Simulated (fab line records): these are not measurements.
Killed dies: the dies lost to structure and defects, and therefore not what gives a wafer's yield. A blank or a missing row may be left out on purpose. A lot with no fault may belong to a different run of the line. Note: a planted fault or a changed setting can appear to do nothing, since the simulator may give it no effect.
Chamber matching ; flow nandHarc ; NHARC_P_ZERO_WELL_DESCUM_39 on rieDiel-05: 4 sister chambers
The step chemistry O2, time 3 s. 8 wafers are shown with their chamber, then 11 later ones without.

== WAFERS WITH THEIR CHAMBER ==
wafer;chamber;showerheadPlenumPTorr (Torr);rfVppV (V)
L080.2;0;1.81;58.3
L081.5;2;1.89;57.4
L082.1;2;1.89;57.2
L084.3;0;1.80;58.2
L084.5;3;1.95;58.5
L088.3;3;1.95;58.6
L088.4;1;2.02;57.8
L089.3;1;2.01;58.5

== WAFERS WITHOUT THEIR CHAMBER ==
wafer;showerheadPlenumPTorr (Torr);rfVppV (V)
L089.4;1.88;57.4
L089.6;1.80;58.2
L091.1;1.88;58.1
L091.3;1.95;58.4
L091.5;2.01;57.3
L092.1;2.01;58.5
L092.4;1.88;59.3
L092.5;1.88;59.1
L094.2;1.87;57.9
L094.4;1.94;57.8
L094.5;1.94;57.8

== WHICH CHAMBER EACH ONE RAN IN ==
wafer;from the rows above;in truth
L089.4;2;2
L089.6;0;0
L091.1;2;2
L091.3;3;3
L091.5;1;1
L092.1;1;1
L092.4;2;2
L092.5;2;2
L094.2;2;2
L094.4;3;3
L094.5;3;3
Placed correctly: 11 of 11. Left unplaced by these rows: 0. Placed wrongly: 0.
How it was worked out, from the rows above alone: a wafer's distance from a chamber is the root of the sum, over the readings, of the square of ((its reading less the chamber's mean) divided by the reading's scatter). The wafer belongs to the nearest chamber; if the next one is less than 2 further off, it can't be placed. The mean given for a chamber averages the wafers shown for that chamber. How the scatter is found: for the shown wafers, subtract from each reading the mean of its chamber, square and add these, divide the total by (wafers less chambers), then take the root.
